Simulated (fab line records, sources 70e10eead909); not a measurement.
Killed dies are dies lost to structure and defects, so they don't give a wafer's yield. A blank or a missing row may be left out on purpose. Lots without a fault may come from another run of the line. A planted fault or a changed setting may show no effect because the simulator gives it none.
Which tool did it? | flow nand_harc | 7 lots, 21 wafers sampled, at 2 steps of a route of 1302

WHAT THE GAUGES READ, wafer by wafer
NHARC_THIN_TSV_CD_MEAS_16.
lot  | measured     | on        | cd_nm (nm)
L710 | day 24 09:52 | cd_sem-03 | 1005.0 1004.2 1003.8
L713 | day 24 23:35 | cd_sem-02 | 1003.4 998.3 1000.0
L716 | day 26 23:31 | cd_sem-02 | 1002.8 996.2 1003.1
L719 | day 28 02:03 | cd_sem-01 | 1000.8 996.1 999.6
L726 | day 30 01:24 | cd_sem-03 | 1002.0
L727 | day 31 17:41 | cd_sem-01 | 997.5 1004.0 998.1
L731 | day 34 04:33 | cd_sem-02 | 999.9 997.0 998.8

WHICH TOOL RAN EACH LOT (tool, then ch and the chambers of the sampled wafers, then the start)
lot  | NHARC_A_SLIT_DEP_00
L710 | acl_dep-02 ch 0, day 20 03:19
L713 | acl_dep-01 ch 0, day 20 20:26
L716 | acl_dep-02 ch 0, day 23 00:57
L719 | acl_dep-01 ch 0, day 23 19:46
L726 | acl_dep-03 ch 0, day 26 01:02
L727 | acl_dep-01 ch 0, day 27 03:35
L731 | acl_dep-03 ch 0, day 29 16:18
- NHARC_A_SLIT_DEP_00: deposits aC, target thk 6200 nm.

THE ANSWER, worked out from the rows above alone
Rule: what is usual is taken from the lots themselves. Put in order of their means at a reading, lots are off if they are a third of the lots or fewer, leave a main group of 4 or more, and stand apart from it by a gap of 3 or more times the standard deviation of the main group's means; of several such gaps the widest counts. A main group whose means are all the same, to the digits that the tables above print for the reading, isn't used. A lot without any number at a reading at which 4 lots or more have one is off too. The other lots that the step has rows for count as sound.
No lot is off at any reading shown: from this, nothing can be told.

WHAT THE SIMULATOR HAD PUT IN
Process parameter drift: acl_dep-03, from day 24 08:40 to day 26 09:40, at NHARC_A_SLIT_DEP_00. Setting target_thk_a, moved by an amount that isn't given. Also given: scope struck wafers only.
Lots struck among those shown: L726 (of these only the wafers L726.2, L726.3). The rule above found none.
